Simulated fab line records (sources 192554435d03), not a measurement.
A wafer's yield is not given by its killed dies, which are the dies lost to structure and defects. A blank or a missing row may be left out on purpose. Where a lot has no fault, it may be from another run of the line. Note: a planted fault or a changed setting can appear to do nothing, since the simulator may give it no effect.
Which tool did it? | flow n5-finfet | 36 wafers sampled from 12 lots at 1 step of a route of 1938

== WHAT THE GAUGES READ, wafer by wafer ==
N5_BEOL_M6_INSPECT_30: inspects for defects (brightfield).
lot  | measured     | on                | raw-defect-count
L074 | day 9 14:25  | defect-inspect-02 | 289 398 324
L077 | day 9 20:32  | defect-inspect-01 | 270 298 253
L079 | day 10 20:01 | defect-inspect-01 | 284 509 496
L081 | day 11 12:59 | defect-inspect-02 | 318 368 291
L083 | day 12 02:36 | defect-inspect-02 | 337 569 419
L085 | day 12 05:55 | defect-inspect-02 | 491 521 352
L088 | day 13 10:57 | defect-inspect-01 | 424 507 445
L091 | day 13 16:41 | defect-inspect-02 | 344 377 370
L092 | day 14 17:38 | defect-inspect-01 | 230 280 296
L093 | day 14 20:13 | defect-inspect-01 | 594 284 425
L094 | day 15 22:01 | defect-inspect-01 | 284 335 338
L097 | day 16 02:26 | defect-inspect-02 | 320 359 313

== TOOL THAT RAN EACH LOT (tool first, then ch and the chambers of the sampled wafers, then the start) ==
The record holds no process step before these readings.

== THE ANSWER, worked out from the rows above alone ==
Rule: the usual values come from the lots themselves. Put in order of their means at a reading, lots are off if they are a third of the lots or fewer, leave a main group of 4 or more, and stand apart from it by a gap of 3 or more times the standard deviation of the main group's means; of several such gaps the widest counts. Not used: any main group whose means are identical at the precision the tables above print for the reading. A lot without any number at a reading at which 4 lots or more have one is off too. All remaining lots with rows at the step are treated as sound.
No lot is off at any reading shown: from this, nothing can be told.

== WHAT HAD BEEN PUT IN BY THE SIMULATOR ==
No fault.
